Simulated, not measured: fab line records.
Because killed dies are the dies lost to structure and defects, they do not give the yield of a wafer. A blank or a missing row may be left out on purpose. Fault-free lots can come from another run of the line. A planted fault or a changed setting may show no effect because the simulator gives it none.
A struck lot beside a sound one -- flow nandHarc -- 14 out of 1159 route steps
Sound: wafers L831.3, L831.4, L831.6. Struck: wafers L844.1, L844.4, L844.5. The cause is given at the end.
Per side, at each step with rows, come the tool, then ch with its chambers, and then its first start. Under that, the readings that differ: sound wafers -- struck wafers -- difference of the means -- sigmas: that difference in standard deviations of wafers without a fault.
alike: a reading whose means differ by less than 2 such deviations, as well as words and numbers matching on both sides. not compared: withheld readings; readings where some wafer has no value; bounds like >300 that might hide an equal value; numbers whose values overlap and for which the record gives no deviation.
Wherever a step has rows on one side only, a row that says differs or no value, or a row with sigmas, the two part there. Numbers that don't overlap but have no deviation are shown without sigmas and don't part them. A reading missing from all wafers of one side parts the sides only when that side holds two or more wafers.

first, 1 step without rows for these wafers: NHARC_P_M0_DEVELOP_08 (develop time 35 s).
NHARC_P_M0_CD_MEAS_09 targets a cd of 90 nm.
  sound on cdSem-01 ch 0, day 7 02:05; struck on cdSem-01 ch 0, day 10 12:28
  alike: cdNm
NHARC_P_M0_OVL_MEAS_10: pitch 180 nm.
  sound on overlay-01, day 7 02:10; struck on overlay-01, day 10 12:33
  alike: overlayXNm, overlayYNm
NHARC_P_M0_INSPECT_11:
  sound on defectInspect-01, day 7 02:13; struck on defectInspect-01, day 10 12:35
  alike: rawDefectCount
NHARC_P_M0_DESCUM_14: chemistry O2, time 3 s.
  sound on rieDiel-09 ch 0,1,3, day 7 02:17; struck on rieDiel-09 ch 0,1,3, day 10 12:40
  alike: drypumpMotorCurrentA, oesProductAu, rfVppV, showerheadPlenumPTorr, throttleValvePct
  not compared: rfHoursCounterH
then, 1 step without rows for these wafers: NHARC_P_M0_ETCH_34 (etches the open film in N2/H2, target depth 40 nm, overetch 12 nm, time 43.94 s).
NHARC_P_M0_ETCH_15: etches the open film in C4F8/Ar, target depth 150 nm, overetch 15 nm, time 82.5 s.
  sound: rieDiel-09 ch 0,3; struck: rieDiel-09 ch 1,2
reading,sound,struck,difference,sigmas
oesProductAu (a.u.),0.978 0.967 0.985,0.913 0.923 0.914,-0.060,-3
  alike: rfFwdPowerW, rfVppV
  not compared: rfHoursCounterH
NHARC_P_M0_CD_MEAS_16:
  sound on cdSem-02, day 7 02:35; struck on cdSem-03, day 10 12:56
  alike: cdNm
then, 2 steps without rows for these wafers: NHARC_P_M0_STRIP_18 (strips in N2/H2); NHARC_P_M0_STRIP_19 (strips in post etch residue remover, time 600 s).
NHARC_P_M0_DEGAS_28: time 60 s.
  sound on pvdSputter-03, day 7 03:12; struck on pvdSputter-03, day 10 13:34
  alike: heaterPowerW
NHARC_P_M0_PRE_CLEAN_29: time 30 s.
  sound on pvdSputter-03; struck on pvdSputter-03
  alike: heaterPowerW
NHARC_P_M0_PVD_20: deposits TaN, target thk 5 nm, time 8.06 s.
  sound on pvdSputter-03, day 7 03:19; struck on pvdSputter-03, day 10 13:42
  no value came back on the struck wafers for biasV (V), cathodeDcPowerW (W), throttleValvePct (%), timeS (s); on the sound wafers biasV (V) reads 169.0 169.0 168.0
NHARC_P_M0_PVD_21: deposits Cu, target thk 30 nm, time 20.49 s.
  sound on pvdSputter-03; struck on pvdSputter-03
  alike: cathodeDcPowerW, chamberPressurePa, throttleValvePct

WHERE THEY PART
At NHARC_P_M0_ETCH_15 first; at NHARC_P_M0_PVD_20 last (within this record only). Later steps at which nothing parts them and some readings are alike: NHARC_P_M0_PVD_21.

WHY: the cause the simulator had injected
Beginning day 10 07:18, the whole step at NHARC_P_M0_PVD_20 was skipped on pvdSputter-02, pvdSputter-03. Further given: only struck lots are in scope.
